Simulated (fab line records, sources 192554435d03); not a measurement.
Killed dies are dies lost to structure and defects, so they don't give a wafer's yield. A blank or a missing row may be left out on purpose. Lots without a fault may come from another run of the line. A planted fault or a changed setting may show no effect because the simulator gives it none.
fab line records | flow n5_finfet
record lots=3 wafers=9 last_day=16
route steps=1938 shown BEOL_M0_SAQP@655 BEOL_M0_CUTY@710 BEOL_M4@1111 PASSIVATION@1936
lots that met no fault: from a run of the same line without faults
start_h: hours from the record's first day to the start of the lot's first wafer shown | wait_h: hours since the lot's step before | " the same as in the row above | L1.1+2: a row that stands for several wafers | - no value, or no start given | * or withheld: withheld | < > ~ a bound
route shown NAME@n: a module of which the file shows steps, and the number in the route of the first | usual: mean/standard deviation of fault-free wafers | same: alike in all rows | chamber/n: place in a boat | sites: the reading at each site | _std_site: their standard deviation | _edge_site: outer sites' mean less inner sites' | radius_mm: how far each site lies from the wafer's centre | mask NAME#n: copy n | behind: the tool/chamber that last shaped the wafer | hold: why the lot was held/for how many hours/how that ended | device: the transistor (n, p or np) that didn't switch | end of line: the same wafers' tests at the end of the route | a step without rows: its recipe alone | killed: dies lost to structure and defects at the first sort, not the wafer's yield | map: a wafer's dies, x killed, . not, _ none there
set.NAME: the setting as run; set.NAME@STEP: as run at that earlier step | model.NAME: the simulator's own value behind a step, which no gauge read
lots at some steps of the route; a table a step, a row a wafer
services: from which hour (start_h, from the record's first day; less than 0 if before it) a tool's chamber was out of use, for how many hours, and why
## steps
# step N5_BEOL_M0_SAQP_STRIP_80
# recipe chemistry=N2/H2 temp_c=40 n2_flow_sccm=200 h2_flow_sccm=200 rf_frequency_hz=6e+07
# step N5_BEOL_M0_SAQP_HM_OPEN_112
# recipe chemistry=CHF3/O2 target=SiO2 stop_on=a-Si target_depth_a=120 over_etch_frac=1.25 mask_material=SOC time_s=13.5 pressure_mtorr=30 source_w=650 bias_w=170 Ar_flow_sccm=200 CHF3_flow_sccm=50 O2_flow_sccm=5 ion_energy_ev=200 ends=end_point
# step N5_BEOL_M0_SAQP_STRIP_113
# recipe chemistry=CHF3/O2 resist=SiARC rf_frequency_hz=6e+07
# step N5_BEOL_M0_SAQP_MANDREL_ETCH_20
# recipe target_depth_a=600 chemistry=HBr/Cl2 target=a-Si stop_on=SiNx bt_time_s=10 mask_material=SOC over_etch_frac=0.5 time_s=30 pressure_mtorr=10 icp_w=800 bias_w=75 HBr_flow_sccm=150 Cl2_flow_sccm=80 ends=end_point
# step N5_BEOL_M0_SAQP_STRIP_86
# recipe chemistry=N2/H2 power_w=500 temp_c=40 pressure_mtorr=50 rf_frequency_hz=6e+07 overash_fraction=0.3 bias_power_w=28 h2_frac=0.5 n2_flow_sccm=300 h2_flow_sccm=300
# step N5_BEOL_M0_SAQP_STRIP_115
# recipe chemistry=post_etch_residue_remover time_s=60 temp_c=25 remover_ph=withheld remover_water_wt_pct=withheld remover_fluoride_wt_pct=withheld
# step N5_BEOL_M0_SAQP_SRD_93
# recipe dry=ipa_marangoni time_s=30 temp_c=23 rinse_liquid=diw
# step N5_BEOL_M0_SAQP_RECESS_114
# recipe chemistry=HF/NH3 target=SiO2 target_depth_a=144 afs_cycles=3 temp_c=30 sublimation_temp_c=180 sublimation_time_s=60
# step N5_BEOL_M0_SAQP_SPACER1_ALD_98
# recipe material=SiO2 target_thk_a=128 temp_c=300 ald_precursor_family=BDEAS ald_co_reactant=O2-plasma pulse_time_s=1 purge_time_s=2 co_reactant_purge_time_s=2 ald_cycles=138 pressure_torr=2
# step N5_BEOL_M0_SAQP_SPACER1_ETCHBACK_99
# recipe chemistry=CHF3/O2 mode=anisotropic_etchback target=SiO2 target_depth_a=154 time_s=7.7 pressure_mtorr=30 source_w=650 bias_w=170 Ar_flow_sccm=200 CHF3_flow_sccm=50 O2_flow_sccm=5 ion_energy_ev=200
# step N5_BEOL_M0_SAQP_MANDREL1_REMOVE_100
# recipe chemistry=HBr/Cl2/O2 bt_time_s=10 target=a-Si stop_on=SiNx endpoint=OES-SiCl over_etch_frac=0.85 icp_w=600 bias_w=30 HBr_flow_sccm=150 Cl2_flow_sccm=80 O2_flow_sccm=5 pressure_mtorr=10
# step N5_BEOL_M0_SAQP_ETCH_101
# recipe chemistry=CH3F/O2 target=SiNx mask_material=SiO2 target_depth_a=299 time_s=42.7 pressure_mtorr=30 source_w=395 bias_w=73 Ar_flow_sccm=150 CH3F_flow_sccm=30 O2_flow_sccm=20 ion_energy_ev=120
# usual drypump_motor_current_A=5.7/0.42 oes_product_au=0.78/0.084 rf_fwd_power_W=393.3/1.5 rf_vpp_V=298/3.6 showerhead_plenum_p_Torr=2.00/0.062 throttle_valve_pct=16.45/0.22
# columns lot.wafer tool chamber start_h wait_h drypump_motor_current_A oes_product_au rf_fwd_power_W rf_hours_counter_h rf_vpp_V showerhead_plenum_p_Torr throttle_valve_pct
L862.3 rie_diel-04 2 137.70 0.1 6.5 0.65 393.0 292 296 1.95 16.91
L862.4 " 1 " " 5.9 0.69 396.6 - 302 2.07 16.52
L862.6 " 2 " " 6.5 0.65 393.9 - 296 1.95 16.90
L874.1 rie_diel-04 0 204.69 0.0 5.6 0.83 396.5 67 299 1.95 16.37
L874.2 " 2 " " 6.5 0.96 393.6 9 293 1.95 16.38
L874.4 " 1 " " 5.9 0.68 395.4 239 303 2.06 16.58
L878.2 rie_diel-05 3 231.46 0.2 5.6 0.81 391.7 101 295 1.93 16.10
L878.3 " 1 " " 5.6 0.71 392.6 201 300 1.90 16.50
L878.6 " 0 " " 6.0 0.71 394.8 - 297 2.06 16.82
# step N5_BEOL_M0_SAQP_ETCH_102
# recipe chemistry=CF4 target=SiO2 target_depth_a=40 ion_energy_ev=350 time_s=4.4 pressure_mtorr=10 icp_w=800 bias_w=400 cf4_flow_sccm=80
# step N5_BEOL_M0_SAQP_MANDREL_ETCH_103
# recipe chemistry=HBr/Cl2 target=a-Si target_depth_a=450 bt_time_s=10 stop_on=SiCN mask_material=SiO2 over_etch_frac=0.8 time_s=27 pressure_mtorr=10 icp_w=800 bias_w=75 HBr_flow_sccm=150 Cl2_flow_sccm=80 ends=end_point
# step N5_BEOL_M0_SAQP_RECESS_104
# recipe chemistry=HF/NH3 target=SiO2 target_depth_a=180 afs_cycles=3 temp_c=30 sublimation_temp_c=180 sublimation_time_s=60
# step N5_BEOL_M0_SAQP_COAT_105
# recipe resist=SOC temp_c=250 time_s=60 spin_rpm=1500 resist_thk_nm=100
# step N5_BEOL_M0_SAQP_ETCH_106
# recipe chemistry=N2/H2 target=SOC target_depth_a=1500 stop_on=SiNx ion_energy_ev=100 bias_w=61 pressure_mtorr=30 source_w=850 n2_flow_sccm=200 h2_flow_sccm=200
# step N5_BEOL_M0_SAQP_ETCH_107
# recipe chemistry=CH3F/O2 target=SiNx target_depth_a=300 mask_material=SOC pressure_mtorr=30 source_w=395 bias_w=73 Ar_flow_sccm=150 CH3F_flow_sccm=30 O2_flow_sccm=20 ion_energy_ev=120
# step N5_BEOL_M0_SAQP_STRIP_108
# recipe chemistry=N2/H2 power_w=500 temp_c=40 pressure_mtorr=50 rf_frequency_hz=6e+07 overash_fraction=0.3 bias_power_w=28 h2_frac=0.5 n2_flow_sccm=300 h2_flow_sccm=300
# step N5_BEOL_M0_SAQP_RECESS_109
# recipe chemistry=HF/NH3 target=SiO2 target_depth_a=30 afs_cycles=1 temp_c=30 sublimation_temp_c=180 sublimation_time_s=60
# step N5_BEOL_M0_SAQP_SPACER2_ALD_26
# recipe material=SiO2 target_thk_a=150 temp_c=300 ald_precursor_family=BDEAS ald_co_reactant=O2-plasma pulse_time_s=1 purge_time_s=2 co_reactant_purge_time_s=2 pressure_torr=2
# step N5_BEOL_M0_SAQP_SPACER2_ETCHBACK_27
# recipe chemistry=CHF3/O2 mode=anisotropic_etchback target=SiO2 target_depth_a=225 time_s=11.25 pressure_mtorr=30 source_w=650 bias_w=170 Ar_flow_sccm=200 CHF3_flow_sccm=50 O2_flow_sccm=5 ion_energy_ev=200
# step N5_BEOL_M0_SAQP_MANDREL2_REMOVE_110
# recipe chemistry=HBr/Cl2/O2 bt_time_s=10 target=a-Si stop_on=SiCN endpoint=OES-SiCl over_etch_frac=1 icp_w=600 bias_w=30 HBr_flow_sccm=150 Cl2_flow_sccm=80 O2_flow_sccm=5 pressure_mtorr=10
# step N5_BEOL_M0_SAQP_COAT_69
# recipe resist=SOC temp_c=250 time_s=60 spin_rpm=1500 resist_thk_nm=90
# step N5_BEOL_M0_SAQP_COAT_72
# recipe resist=SiARC temp_c=220 time_s=60 spin_rpm=1500 resist_thk_nm=15
# step N5_BEOL_M0_SAQP_COAT_87
# recipe resist=underlayer temp_c=205 time_s=60 spin_rpm=1500 resist_thk_nm=5
# step N5_BEOL_M0_SAQP_COAT_34
# recipe resist=CAR-EUV spin_rpm=1500 resist_thk_nm=30
# step N5_BEOL_M0_SAQP_EBR_36
# recipe solvent=PGMEA ebr_width_mm=1.5
# step N5_BEOL_M0_SAQP_SOFTBAKE_35
# recipe temp_c=110 time_s=60 resist=CAR-EUV
# step N5_BEOL_M0_SAQP_EXPOSE_37
# recipe mask_id=M0_CUT1 na=0.33 source_shape=annular sigma_inner=0.35 sigma_outer=0.8 polarization=unpolarized target_cd_nm=30 dose_mj=44.75
# step N5_BEOL_M0_SAQP_PEB_38
# recipe peb_temp_c=100 peb_time_s=60 resist=CAR-EUV
# step N5_BEOL_M0_SAQP_DEVELOP_39
# recipe develop_time_s=30 developer=TMAH resist=CAR-EUV rinse_liquid=surfactant_rinse dry=air_spin dev_temp_c=23
# step N5_BEOL_M0_SAQP_INSPECT_42
# recipe mode=adi inspect_instrument=brightfield
# usual raw_defect_count=313/100
# columns lot.wafer tool chamber start_h wait_h raw_defect_count
L862.3 defect_inspect-01 - 140.15 0.0 366
L862.4 " - " " 170
L862.6 " - " " 272
L874.1 defect_inspect-02 - 206.80 0.1 599
L874.2 " - " " 545
L874.4 " - " " 574
L878.2 defect_inspect-02 - 233.88 0.0 251
L878.3 " - " " 236
L878.6 " - " " 532
# step N5_BEOL_M0_SAQP_DESCUM_45
# recipe chemistry=O2 time_s=7 source_power_w=50 bias_power_w=20 pressure_mtorr=20 rf_frequency_hz=2.712e+07 temp_c=40 resist=CAR-EUV o2_flow_sccm=225
# step N5_BEOL_M0_SAQP_ETCH_88
# recipe chemistry=N2/H2 target=underlayer target_depth_a=65 time_s=5.2 ion_energy_ev=200 mask_material=CAR-EUV pressure_mtorr=30 source_w=840 bias_w=150 n2_flow_sccm=200 h2_flow_sccm=200 ends=cleared
# step N5_BEOL_M0_SAQP_ETCH_73
# recipe chemistry=CF4 target=SiARC target_depth_a=195 mask_material=CAR-EUV time_s=32.5 ion_energy_ev=80 pressure_mtorr=40 source_w=545 bias_w=36 Ar_flow_sccm=100 cf4_flow_sccm=100 ends=cleared
# step N5_BEOL_M0_SAQP_CUT_ETCH_46
# recipe chemistry=N2/H2 target=SOC target_depth_a=1350 overetch_a=270 temp_c=40 time_s=202.5 ion_energy_ev=200 mask_material=SiARC pressure_mtorr=30 source_w=840 bias_w=150 n2_flow_sccm=200 h2_flow_sccm=200
# step N5_BEOL_M0_SAQP_STRIP_74
# recipe chemistry=N2/H2 temp_c=40 n2_flow_sccm=200 h2_flow_sccm=200 rf_frequency_hz=6e+07
# step N5_BEOL_M0_CUTY_INSPECT_59
# recipe mode=adi inspect_instrument=macro
# usual raw_defect_count=2.0/1.4
# columns lot.wafer tool chamber start_h wait_h raw_defect_count
L862.3 defect_inspect-02 - 141.60 0.0 1
L862.4 " - " " 5
L862.6 " - " " 1
L874.1 defect_inspect-01 - 208.44 0.0 238
L874.2 " - " " 251
L874.4 " - " " 225
L878.2 defect_inspect-01 - 235.24 0.0 1
L878.3 " - " " 3
L878.6 " - " " 2
# step N5_BEOL_M4_RC_MEAS_101
# usual DIBL_N=36.4/1.2 DIBL_P=36.1/1.6 IOFF_N=0.156/0.024 IOFF_P=0.21/0.031 ION_N=674/11 ION_P=463/6.9 SS_N=71.5/0.5 SS_P=73.2/0.55 VT_N=250.0/2.9 VT_P=-250/3.6
# columns lot.wafer tool chamber start_h wait_h DIBL_N[mV/V] DIBL_P[mV/V] IOFF_N[nA/um] IOFF_P[nA/um] ION_N[uA/um] ION_P[uA/um] SS_N[mV/dec] SS_P[mV/dec] VT_N[mV] VT_P[mV]
L862.3 prober-02 0 189.31 0.3 35.0 37.1 0.157 0.21 680 462 71.5 73.1 248.7 -252
L862.4 " 0 " " 36.7 38.0 0.191 0.24 685 460 71.6 73.1 248.1 -250
L862.6 " 0 " " 36.0 37.1 0.172 0.22 684 469 71.7 73.3 246.0 -252
L874.1 prober-01 0 255.56 0.0 37.4 36.3 0.155 0.20 677 465 71.1 73.5 248.3 -249
L874.2 " 0 " " 38.5 37.1 0.172 0.22 673 461 72.1 73.4 249.0 -252
L874.4 " 0 " " 36.7 34.3 0.137 0.18 659 454 71.8 72.5 252.5 -251
L878.2 prober-02 0 284.45 0.2 37.4 38.8 0.187 0.26 689 474 71.5 73.7 247.1 -247
L878.3 " 0 " " 35.6 36.8 0.164 0.22 685 473 70.4 73.7 246.6 -245
L878.6 " 0 " " 34.8 35.7 0.144 0.20 681 471 70.6 73.1 250.7 -247
# step N5_PASSIVATION_PROBE_49
# usual defect_limited_yield=91.4/1.5 killed_at_M0_to_M3=31/11 killed_at_M4_up=13/5.5 killed_at_contacts=13/6.3 killed_at_front_end=40/13 killed_at_other=3.3/2.6 killed_dies=101/18 killed_on_rim=13/4 killed_open=67/13 killed_short=33/7.9 sort_bin_5_function=5.1/1 sort_bin_6_memory=3.2/0.68 sort_n_pass=1079/18 sort_yield_pct=91.4/1.5
# same gross_dies=1180 killed_at_back_side=0 sort_bin_4_leakage[%]=0 sort_bin_8_speed[%]=0
# columns lot.wafer tool chamber start_h wait_h defect_limited_yield[%] killed_at_M0_to_M3 killed_at_M4_up killed_at_contacts killed_at_front_end killed_at_other killed_dies killed_on_rim killed_open killed_short sort_bin_5_function[%] sort_bin_6_memory[%] sort_n_pass sort_yield_pct[%]
L874.1 prober-02 - 359.06 0.0 83.8 132 13 8 36 2 191 21 77 36 10.0 5.2 989 83.8
L874.2 prober-02 - 359.11 0.1 81.2 132 9 8 67 6 222 35 87 48 9.7 6.8 958 81.2
L874.4 prober-02 - 359.21 0.2 84.8 97 23 20 37 2 179 31 88 46 9.1 4.9 1001 84.8
# killed by level:class
L874.1 BEOL_M0_SAQP:unspecified=78 BEOL_M0_SAQP:geometric_particle:short=12 BEOL_M4:geometric_particle:open=11 BEOL_M3:geometric_particle:open=10 BEOL_M0_SAQP:geometric_particle:open=9 BEOL_M1:geometric_particle:open=9 FIN_SAQP:geometric_particle:short=8 MOL_CONTACT_COAG:geometric_particle:open=8
L874.2 BEOL_M0_SAQP:unspecified=87 FIN_SAQP:geometric_particle:open=15 STI_FIN_REVEAL:geometric_particle:open=13 BEOL_M3:geometric_particle:open=12 FIN_SAQP:geometric_particle:short=10 BEOL_M0_SAQP:geometric_particle:short=9 STI_FIN_REVEAL:geometric_particle:short=8 MOL_CONTACT_COAG:geometric_particle:open=6
L874.4 BEOL_M0_SAQP:unspecified=45 MOL_CONTACT_COAG:geometric_particle:open=14 BEOL_M4:geometric_particle:open=12 BEOL_M0_SAQP:geometric_particle:short=11 BEOL_M0_SAQP:geometric_particle:open=11 BEOL_M1:geometric_particle:open=10 FIN_SAQP:geometric_particle:open=9 FIN_SAQP:geometric_particle:short=7
# map L874.2 (x killed, . not)
_________________xx.....x....________________
______________.............x...._____________
___________x....x..x.....x.........__________
__________....x.................x.x._________
________.x..xx.x................x....._______
_______........x.....x.......x.x.......______
______.x.xxx..x............x............_____
_____xxxx....x....x...........x.x........____
____xxxxxxxxx....x....x..x................___
___xxxxxxxxxxx...x........x..x............x__
___xxxxxxxxx..x.................xx....xx...__
__.xxxxxxxxxxxxxx.........x..x.x.x.x.x......_
__xxxxxxxxxx.........................x..x..._
_xxxxxxxxxx.x...x........x.......x......x....
_xxx.xx.xxx......x...xx.x..x...x...x.......xx
_x.x.x.x.xxx.x.............x........x...x....
_..x....x.x...........x.............x......x.
_.....x.x..x......................x..........
_..x.............x......................x....
_x............x...x..........................
_....................x.....................x.
__.....x..........x....x................x..._
__...x.x...x.x......x...................x..._
___.........x.........x........x...x......x__
___xxx..x.xx....xx.x.......................__
____..............x...x.................x.___
_____...........x..............x.........____
______................x..........xx....._____
_______...x........x.....x......x......______
________...........x..xx.........x.x.._______
__________..........x.x..x.x.......x_________
___________...x........x...........__________
______________x.....x....x..xx.._____________
_________________.........x..________________
# map L862.6 (x killed, . not)
_________________.....x...x..________________
______________..xx.........xx..._____________
___________.....x.............x....__________
__________....x..........x.........._________
________.xx.........................x._______
_______...x...x........................______
______.......x..x..x...................._____
_____.x...........x..............xx...x..____
____................x.....................___
___.....x..........x................x....x.__
___............x..............x.x....x.....__
__............x.............x..............x_
__....x......xx.....x.x.........x..........._
_......x...x..............................x..
_x.........x......x.......x..x..........x....
_x......x.xx.............x...................
_.x..x......x.x......x.......................
_..........x.x........x......................
_.x.....x.......................x..x.x....x..
_.x.x...............x...xx...............x...
_..........................x.................
__.........x.............x.................._
__..............x....x....x.........x....x.._
___.....xx.....x......x........x.x.........__
___.......x...x............x.........x.....__
____..................x...xx..............___
_____.......x..........x................x____
______.x....x.....................x....._____
_______x.........x..............x...x.x______
________......xx......................_______
__________........x..xx.........xx.._________
___________..........x.x..x........__________
______________...x.x..........x._____________
_________________..x......x..________________
## services
# columns tool chamber start_h hours kind
rie_diel-05 0 149.24 2.4 repair
rie_diel-04 0 150.26 5.2 repair
rie_diel-04 2 155.76 - clean
rie_diel-04 2 155.76 - consumable_replace:esc
rie_diel-04 2 155.76 - consumable_replace:focus_ring
rie_diel-04 2 155.76 18.5 scheduled_down
rie_diel-04 2 155.76 18.5 vent_cycle
## key
first_sign step=N5_BEOL_M0_SAQP_INSPECT_42 reading=raw_defect_count direction=up sigmas=2.6 usual=313 struck=573
effect step=N5_BEOL_M0_CUTY_INSPECT_59 reading=raw_defect_count direction=up sigmas=99+ usual=2.0 struck=238
effect step=N5_PASSIVATION_PROBE_49 reading=killed_at_M0_to_M3 direction=up sigmas=8.3 usual=31 struck=120
more_kills_born_at N5_BEOL_M0_SAQP_ETCH_101@rie_diel-04=210
met_at N5_BEOL_M0_SAQP_ETCH_101
struck_wafers L874.1,L874.2,L874.4
onset_between 137.70 204.69
fault kind=chamber_particle_source tool=rie_diel-04 chamber=- onset_h=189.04 steps=N5_BEOL_M0_SAQP_ETCH_101 rate_per_visit_cm2=0.38256 end_h=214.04
